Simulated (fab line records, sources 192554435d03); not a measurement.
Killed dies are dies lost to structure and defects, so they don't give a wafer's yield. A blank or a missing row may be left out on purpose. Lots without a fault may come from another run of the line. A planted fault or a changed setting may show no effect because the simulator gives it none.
Chamber matching | flow n5_finfet | N5_BEOL_M0_SAQP_DESCUM_45 on rie_diel-06: 4 sister chambers
The step chemistry O2, time 7 s. 14 wafers are shown with their chamber, then 7 later ones without.

WAFERS WITH THEIR CHAMBER
wafer  | chamber | throttle_valve_pct (%) | oes_product_au (a.u.) | drypump_motor_current_A (A)
L076.2 | 2       | 20.47                  | 0.81                  | 5.8
L076.3 | 1       | 20.55                  | 0.69                  | 5.7
L076.5 | 1       | 20.54                  | 0.68                  | 5.8
L077.4 | 2       | 20.47                  | 0.80                  | 5.8
L077.5 | 2       | 20.48                  | 0.79                  | 5.8
L077.6 | 1       | 20.56                  | 0.68                  | 5.7
L079.2 | 0       | 20.64                  | 0.73                  | 5.4
L079.5 | 2       | 20.50                  | 0.80                  | 5.8
L079.6 | 0       | 20.64                  | 0.74                  | 5.4
L080.2 | 0       | 20.63                  | 0.73                  | 5.4
L080.3 | 2       | 20.50                  | 0.80                  | 5.9
L080.6 | 0       | 20.65                  | 0.73                  | 5.4
L082.2 | 0       | 20.65                  | 0.73                  | 5.4
L082.4 | 3       | 20.78                  | 0.69                  | 5.2

SIGNATURES (means of the wafers above)
reading                 | chamber 0 | chamber 1 | chamber 2 | chamber 3 | scatter within a chamber
throttle_valve_pct      | 20.6420   | 20.5500   | 20.4840   | 20.7800   | 0.0118
oes_product_au          | 0.7320    | 0.6833    | 0.8000    | 0.6900    | 0.00589
drypump_motor_current_A | 5.400     | 5.733     | 5.820     | 5.200     | 0.0383
Rule: a wafer's distance from a chamber is the root of the sum, over the readings, of the square of ((its reading less the chamber's mean) divided by the reading's scatter). The wafer belongs to the nearest chamber; if the next one is less than 2 further off, it can't be placed. The scatter: the root of (the sum of the squares of (reading less its chamber's mean) over the shown wafers, divided by (wafers less chambers)).

WAFERS WITHOUT THEIR CHAMBER
wafer  | throttle_valve_pct (%) | oes_product_au (a.u.) | drypump_motor_current_A (A)
L082.5 | 20.48                  | 0.79                  | 5.8
L088.2 | 20.23                  | 0.96                  | 5.7
L088.3 | 20.67                  | 0.72                  | 5.4
L088.5 | 20.52                  | 0.79                  | 5.8
L097.1 | 20.38                  | 0.94                  | 5.2
L097.3 | 20.53                  | 0.76                  | 5.8
L097.6 | 20.55                  | 0.76                  | 5.8

WHICH CHAMBER EACH WENT THROUGH
wafer  | from the rows above | in truth
L082.5 | 2                   | 2
L088.2 | 2                   | 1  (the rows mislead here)
L088.3 | 0                   | 0
L088.5 | 2                   | 2
L097.1 | 2                   | 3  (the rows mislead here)
L097.3 | 2                   | 2
L097.6 | 2                   | 2
Placed correctly: 5 of 7. Can't be placed from these rows: 0. Placed wrongly: 2.
